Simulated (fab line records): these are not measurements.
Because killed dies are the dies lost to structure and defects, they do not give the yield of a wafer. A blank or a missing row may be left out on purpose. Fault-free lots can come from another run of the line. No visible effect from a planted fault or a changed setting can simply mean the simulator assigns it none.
Comparing a struck lot with a sound one | flow nandHarc | 13 out of 1302 route steps
Sound: wafers L264.2, L264.3, L264.4. Struck: wafer L274.5 (left out: L274.4, L274.6 of the same lot, which were not struck); the cause appears at the end.
For every step that has rows: the tool of each side, followed by ch and its chambers, followed by its first start. Under that, the readings that differ: sound wafers | struck wafers | difference of the means | sigmas: that difference in standard deviations of wafers without a fault.
alike: a reading whose means differ by less than 2 such deviations, as well as words and numbers matching on both sides. not compared: withheld readings; readings where some wafer has no value; bounds like >300 that might hide an equal value; numbers whose values overlap and for which the record gives no deviation.
Wherever a step has rows on one side only, a row that says differs or no value, or a row with sigmas, the two part there. When numbers do not overlap yet have no deviation, they are printed without sigmas and do not part them. A reading missing from all wafers of one side parts the sides only when that side holds two or more wafers.

first, 4 steps without rows for these wafers: NHARC_A_STAIRCASE_PEB_182 (peb time 130 s); NHARC_A_STAIRCASE_DEVELOP_183 (time 140 s); NHARC_A_STAIRCASE_HARDBAKE_185 (time 140 s); NHARC_A_STAIRCASE_DESCUM_186 (chemistry O2, time 3 s).
NHARC_A_STAIRCASE_TRIM_187: chemistry O2, time 211.2 s.
  sound on rieDiel-07 ch 1,2,3, day 16 20:06; struck on rieDiel-06 ch 0, day 20 03:16
reading              | sound                | struck | difference | sigmas
rfVppV (V)           | 57.7 56.2 56.9       | 59.4   | +2.5       | +3
throttleValvePct (%) | 17.045 17.038 17.051 | 17.027 | -0.018     | -2
  alike: drypumpMotorCurrentA, oesProductAu, showerheadPlenumPTorr
  not compared: rfHoursCounterH
NHARC_A_STAIRCASE_ETCH_188: etches the open film in C4F8/O2, target depth 100 nm, time 40.5 s.
  sound: rieDiel-07 ch 0,2,3; struck: rieDiel-06 ch 0
  alike: oesProductAu, rfVppV
  not compared: rfHoursCounterH
NHARC_A_STAIRCASE_TRIM_189: chemistry O2, time 211.2 s.
  sound: rieDiel-07 ch 1,2,3; struck: rieDiel-06 ch 0
reading    | sound          | struck | difference | sigmas
rfVppV (V) | 58.4 55.8 57.3 | 59.3   | +2.1       | +2
  alike: drypumpMotorCurrentA, oesProductAu, showerheadPlenumPTorr, throttleValvePct
  not compared: rfHoursCounterH
then, 2 steps without rows for these wafers: NHARC_A_STAIRCASE_ETCH_190 (etches the open film in C4F8/O2, target depth 100 nm, time 40.5 s); NHARC_A_STAIRCASE_TRIM_191 (chemistry O2, time 211.2 s).
NHARC_A_STAIRCASE_ETCH_192: etches the open film in C4F8/O2, target depth 100 nm, time 40.5 s.
  sound: rieDiel-07 ch 0,1,3; struck: rieDiel-06 ch 0
  alike: oesProductAu, rfVppV
  not compared: rfHoursCounterH
NHARC_A_STAIRCASE_TRIM_193: chemistry O2, time 211.2 s.
  sound: rieDiel-07 ch 1,2,3; struck: rieDiel-06 ch 0
  alike: drypumpMotorCurrentA, oesProductAu, rfVppV, showerheadPlenumPTorr, throttleValvePct
  not compared: rfHoursCounterH
NHARC_A_STAIRCASE_ETCH_194: etches the open film in C4F8/O2, target depth 100 nm, time 40.5 s.
  sound on rieDiel-07 ch 0,1,3, day 16 21:02; struck on rieDiel-06 ch 1, day 20 04:13
reading             | sound             | struck | difference | sigmas
oesProductAu (a.u.) | 0.931 0.919 0.950 | 0.784  | -0.149     | -12
  alike: rfVppV
  not compared: rfHoursCounterH
-- record jumps: 8 days between struck wafers' starts before vs after; left off in module A_STAIRCASE, resumes in module END, first step shown is number 1302 of the route --
NHARC_END_SORT_01:
  the record has rows for the struck wafers here (prober-01 ch 0, day 28 14:02) and none for the sound ones

== WHERE THEY PART ==
Last at NHARC_END_SORT_01 as far as this record goes, first at NHARC_A_STAIRCASE_TRIM_187.

WHY: whatever the simulator had introduced
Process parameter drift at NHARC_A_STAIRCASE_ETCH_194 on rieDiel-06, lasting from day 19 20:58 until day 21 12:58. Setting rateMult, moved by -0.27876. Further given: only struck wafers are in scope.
